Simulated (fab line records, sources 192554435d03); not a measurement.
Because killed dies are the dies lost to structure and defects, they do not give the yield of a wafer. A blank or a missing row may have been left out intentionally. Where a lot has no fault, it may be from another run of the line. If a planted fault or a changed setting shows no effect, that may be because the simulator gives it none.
The tool behind it: which one?    flow n5Finfet    27 wafers sampled from 9 lots at 1 step of a route of 1938

== WHAT THE GAUGES READ, wafer by wafer ==
N5_BEOL_M4_RC_MEAS_101. Usual: DIBL_N 35.8 mV/V, standard deviation 1.6; DIBL_P 36.0 mV/V, standard deviation 2.1; IOFF_N 0.153 nA/um, standard deviation 0.026; IOFF_P 0.21 nA/um, standard deviation 0.037; ION_N 673 uA/um, standard deviation 11; ION_P 462 uA/um, standard deviation 7.6; SS_N 71.4 mV/dec, standard deviation 0.53; SS_P 73.2 mV/dec, standard deviation 0.67; VT_N 250 mV, standard deviation 3.2; VT_P -250 mV, standard deviation 3.7.
lot   measured      on         DIBL_N (mV/V)   DIBL_P (mV/V)   IOFF_N (nA/um)     IOFF_P (nA/um)  ION_N (uA/um)  ION_P (uA/um)  SS_N (mV/dec)   SS_P (mV/dec)   VT_N (mV)    VT_P (mV)       flag
L495  day 8 09:25   prober-02  35.3 37.4 35.5  36.1 37.9 35.7  0.139 0.165 0.137  0.18 0.20 0.18  670 675 673    453 460 456    71.1 71.7 71.6  73.2 73.4 72.4  252 250 253  -255 -250 -252  
L499  day 9 06:33   prober-02  34.5 33.6 33.7  35.5 34.5 34.1  0.142 0.126 0.124  0.20 0.17 0.17  675 665 670    468 452 447    71.3 71.1 71.2  72.8 72.9 72.5  251 250 252  -250 -254 -252  
L500  day 9 15:37   prober-02  37.0 35.2 35.6  38.7 35.6 36.5  0.192 0.153 0.159  0.25 0.20 0.21  690 680 670    467 464 463    71.4 71.2 71.8  73.6 73.2 72.8  248 250 252  -247 -253 -250  
L502  day 9 19:12   prober-02  33.3 36.3 35.0  32.7 35.2 33.4  0.107 0.143 0.119  0.16 0.18 0.17  663 666 652    457 453 448    71.0 71.6 71.0  72.5 73.1 73.6  257 254 255  -256 -251 -253  
L505  day 11 05:25  prober-01  35.2 37.1 36.0  36.0 39.2 37.5  0.160 0.186 0.160  0.18 0.24 0.22  670 670 675    455 452 460    71.9 71.4 71.9  73.3 74.0 73.7  251 246 249  -252 -250 -251  
L513  day 13 01:37  prober-01  36.5 37.5 34.7  36.6 37.0 35.0  0.159 0.174 0.136  0.20 0.21 0.18  669 680 661    459 464 460    71.4 72.2 70.6  73.7 73.4 72.9  253 250 253  -251 -249 -254  
L515  day 13 14:24  prober-02  37.5 38.3 38.3  38.2 39.0 38.8  0.156 0.157 0.167  0.21 0.24 0.22  668 672 674    458 469 458    71.6 71.8 71.5  73.6 74.3 73.8  251 252 248  -251 -250 -249  
L516  day 13 14:36  prober-01  33.2 34.2 37.3  32.0 32.8 37.4  0.110 0.118 0.188  0.15 0.15 0.24  664 667 685    457 458 467    70.9 71.0 71.0  71.6 72.4 73.3  256 253 246  -254 -256 -250  
L517  day 13 18:08  prober-01  38.3 34.6 35.0  36.3 32.5 33.8  0.182 0.124 0.136  0.21 0.17 0.18  675 668 665    454 456 461    71.5 71.3 71.1  73.9 72.6 73.1  248 254 249  -251 -253 -253  

== WHICH TOOL RAN EACH LOT (tool, then ch and the chambers of the sampled wafers, then the start) ==
No process step before these readings appears in the record.

== AS READ BY THE TOOLS THEMSELVES (means over the sampled wafers that have a number; for cases with no such wafer, the mark the record gives instead) ==
The record holds no such reading with a usual standard deviation.

== THE ANSWER, worked out from the rows above alone ==
Rule: a lot is off if the mean of its wafers that have a number lies more than 3 standard deviations from the usual mean. Also off: a lot with no number at a reading for which 4 or more lots have one. The other lots that the step has rows for count as sound. First the gauges in route order, then the tools' own readings, where a lot's mean is used as printed above. The first step at which some lot is off is used, and at that step the reading that is off furthest; a lot without a number counts as furthest.
No lot is off at any reading shown: from this, nothing can be told.

== WHAT HAD BEEN PUT IN BY THE SIMULATOR ==
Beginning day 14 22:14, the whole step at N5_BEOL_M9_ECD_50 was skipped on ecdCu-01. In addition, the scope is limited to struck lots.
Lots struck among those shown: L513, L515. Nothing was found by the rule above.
